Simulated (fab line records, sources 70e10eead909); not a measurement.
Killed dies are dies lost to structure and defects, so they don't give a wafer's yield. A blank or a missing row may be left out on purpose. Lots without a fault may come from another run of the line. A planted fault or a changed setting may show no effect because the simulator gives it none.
Chamber matching | flow nand_harc | NHARC_P_CONTACT_DEP_30 on pecvd-04: 3 sister chambers
The step deposits SiNx, target thk 30 nm. 18 wafers are shown with their chamber, then 9 later ones without.

WAFERS WITH THEIR CHAMBER
wafer  | chamber | heater_power_w (W)
L074.1 | 0       | 549
L074.3 | 2       | 657
L074.6 | 1       | 921
L078.1 | 0       | 553
L078.4 | 0       | 569
L078.6 | 2       | 620
L080.2 | 2       | 659
L080.4 | 0       | 511
L080.6 | 2       | 670
L083.1 | 2       | 597
L083.3 | 2       | 577
L083.6 | 2       | 591
L085.3 | 1       | 898
L085.4 | 0       | 533
L085.5 | 1       | 889
L091.1 | 1       | 943
L091.3 | 2       | 577
L091.4 | 0       | 536

SIGNATURES (means of the wafers above)
reading        | chamber 0 | chamber 1 | chamber 2 | scatter within a chamber
heater_power_w | 541.83    | 912.75    | 618.50    | 30.7
Rule: a wafer's distance from a chamber is the root of the sum, over the readings, of the square of ((its reading less the chamber's mean) divided by the reading's scatter). The wafer belongs to the nearest chamber; if the next one is less than 2 further off, it can't be placed. The scatter: the root of (the sum of the squares of (reading less its chamber's mean) over the shown wafers, divided by (wafers less chambers)).

WAFERS WITHOUT THEIR CHAMBER
wafer  | heater_power_w (W)
L093.1 | 493
L093.2 | 643
L093.3 | 885
L094.3 | 903
L094.4 | 579
L094.6 | 901
L095.1 | 610
L095.2 | 1005
L095.6 | 630

WHICH CHAMBER EACH WENT THROUGH
wafer  | from the rows above     | in truth
L093.1 | 0                       | 0
L093.2 | 2                       | 2
L093.3 | 1                       | 1
L094.3 | 1                       | 1
L094.4 | can't be placed: 0 or 2 | 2
L094.6 | 1                       | 1
L095.1 | can't be placed: 2 or 0 | 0
L095.2 | 1                       | 1
L095.6 | 2                       | 2
Placed correctly: 7 of 9. Can't be placed from these rows: 2 (the true chamber is among the candidates in 2). Placed wrongly: 0.
